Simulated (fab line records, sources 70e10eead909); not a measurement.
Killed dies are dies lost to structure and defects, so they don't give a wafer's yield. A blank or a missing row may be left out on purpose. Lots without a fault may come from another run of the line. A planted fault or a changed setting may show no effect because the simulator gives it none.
Chamber matching | flow nand_harc | NHARC_P_M2_DESCUM_14 on rie_diel-02: 4 sister chambers
The step chemistry O2, time 3 s. 16 wafers are shown with their chamber, then 8 later ones without.

WAFERS WITH THEIR CHAMBER
wafer  | chamber | showerhead_plenum_p_Torr (Torr) | drypump_motor_current_A (A) | oes_product_au (a.u.)
L257.4 | 2       | 1.88                            | 5.3                         | 1.008
L257.5 | 1       | 1.83                            | 5.1                         | 0.984
L257.6 | 3       | 2.00                            | 6.8                         | 0.998
L260.3 | 1       | 1.83                            | 5.2                         | 1.000
L260.5 | 1       | 1.83                            | 5.1                         | 0.989
L260.6 | 2       | 1.88                            | 5.3                         | 1.005
L269.1 | 2       | 1.88                            | 5.3                         | 1.014
L269.4 | 0       | 2.05                            | 5.5                         | 0.993
L269.6 | 3       | 1.99                            | 6.8                         | 1.001
L272.2 | 1       | 1.83                            | 5.2                         | 0.995
L272.3 | 0       | 2.05                            | 5.5                         | 0.983
L272.6 | 0       | 2.05                            | 5.5                         | 0.981
L274.3 | 0       | 2.05                            | 5.5                         | 0.996
L274.5 | 3       | 1.99                            | 6.8                         | 0.985
L274.6 | 0       | 2.05                            | 5.5                         | 0.984
L273.2 | 3       | 1.99                            | 6.7                         | 0.998

SIGNATURES (means of the wafers above)
reading                  | chamber 0 | chamber 1 | chamber 2 | chamber 3 | scatter within a chamber
showerhead_plenum_p_Torr | 2.0500    | 1.8300    | 1.8800    | 1.9925    | 0.0025
drypump_motor_current_A  | 5.500     | 5.150     | 5.300     | 6.775     | 0.0382
oes_product_au           | 0.98740   | 0.99200   | 1.00900   | 0.99550   | 0.00657
Rule: a wafer's distance from a chamber is the root of the sum, over the readings, of the square of ((its reading less the chamber's mean) divided by the reading's scatter). The wafer belongs to the nearest chamber; if the next one is less than 2 further off, it can't be placed. The scatter: the root of (the sum of the squares of (reading less its chamber's mean) over the shown wafers, divided by (wafers less chambers)).

WAFERS WITHOUT THEIR CHAMBER
wafer  | showerhead_plenum_p_Torr (Torr) | drypump_motor_current_A (A) | oes_product_au (a.u.)
L273.3 | 1.83                            | 5.1                         | 1.005
L273.5 | 1.88                            | 5.3                         | 1.008
L275.2 | 1.88                            | 5.3                         | 0.992
L275.4 | 1.99                            | 6.7                         | 0.988
L275.5 | 2.05                            | 5.5                         | 0.990
L276.2 | 1.88                            | 5.2                         | 0.990
L276.3 | 1.83                            | 5.2                         | 0.996
L276.5 | 1.88                            | 5.3                         | 0.995

WHICH CHAMBER EACH WENT THROUGH
wafer  | from the rows above | in truth
L273.3 | 1                   | 1
L273.5 | 2                   | 2
L275.2 | 2                   | 2
L275.4 | 3                   | 3
L275.5 | 0                   | 0
L276.2 | 2                   | 2
L276.3 | 1                   | 1
L276.5 | 2                   | 2
Placed correctly: 8 of 8. Can't be placed from these rows: 0. Placed wrongly: 0.
